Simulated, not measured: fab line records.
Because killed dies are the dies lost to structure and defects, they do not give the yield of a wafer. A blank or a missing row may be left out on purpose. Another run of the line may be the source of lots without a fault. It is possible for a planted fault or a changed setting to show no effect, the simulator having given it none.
Problem report, 8D (eight disciplines) form, completed by code ; flow n5-finfet ; the parts of the form that need people (team, actions taken, sign-off) are left out

## 1. WHAT IS WRONG
spin-speed-rpm at N5_MOL_CONTACT_COAG_COAT_103 reads a mean of 1661.0 rpm on 6 wafers of 2 lots; wafers without a fault read 1500.1 rpm with a standard deviation of 1.2. So: +99 or more standard deviations from the usual mean.
The step: time 60 s, resist thk 80 nm.
First seen on wafer L424.1, day 8 23:28, on litho-track-02. At this step, 27 wafers from 9 lots have a number in the record. Rule for "out" (also "out of limits"): further than 4 standard deviations from the usual mean. All remaining wafers that have a number are taken as sound.

## 2. WHAT IT IS AND WHAT IT IS NOT
question;is;is not
which readings at this step;spin-speed-rpm;-
which lots;L424, L426;L407, L411, L415, L418, L420, L428, L430
which wafers of those lots;all that have a number;-
read on which tools;litho-track-02;litho-track-03, litho-track-04
when;from day 8 23:28;"up to then (15 sound wafers); but 6 sound wafers of L428, L430 came after"

## 3. THE SUSPECTS, EACH WITH WHAT RULES IT OUT
Counting: any tool at a process step up to the reading is kept as a suspect provided that every lot that is out went through it and no sound lot did after the first of them.
- litho-track-02 at N5_MOL_CONTACT_COAG_COAT_103 (time 60 s, resist thk 80 nm): kept. All lots that are out passed through it, beginning with L424 at day 8 23:28, and no sound lot followed; its final sound lot before that point was L418 at day 7 16:32. Out on those wafers are its own readings of spin-speed-rpm.
Remaining after the count: litho-track-02 at N5_MOL_CONTACT_COAG_COAT_103.

## 4. THE CAUSE (what the simulator had put in)
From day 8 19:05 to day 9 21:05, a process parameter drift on litho-track-02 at N5_MOL_CONTACT_COAG_COAT_103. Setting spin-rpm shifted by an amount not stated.
This tool alone remained once counting was done.

## 5. SEQUENCE OF EFFECTS, ordered by route
Each row: a reading whose mean over the struck wafers that have a number lies more than 3 standard deviations from the usual. Readings are gone through only where the record gives a usual standard deviation; hours: the median, over the lots, of the time from a lot's start at the first step in this table giving one to that lot's start at this step; sigmas: the change measured in usual standard deviations.
hours;step;reading;usual;on struck wafers;change;sigmas
0;N5_MOL_CONTACT_COAG_COAT_103;spin-speed-rpm;1500.1 rpm;1661.0;+160.9;+99 or more
Process steps it contains:
- N5_MOL_CONTACT_COAG_COAT_103: time 60 s, resist thk 80 nm.
Later steps that measure or inspect, where all struck wafers having a row at the step show a number for every such reading and not one has moved that far: N5_MOL_CONTACT_COAG_INSPECT_10, N5_BEOL_M4_RC_MEAS_101.

## 6. HOW IT WOULD HAVE BEEN CAUGHT EARLIER
In this record the first reading out of limits was taken at day 8 23:28, 4 hours after the fault began at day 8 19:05.
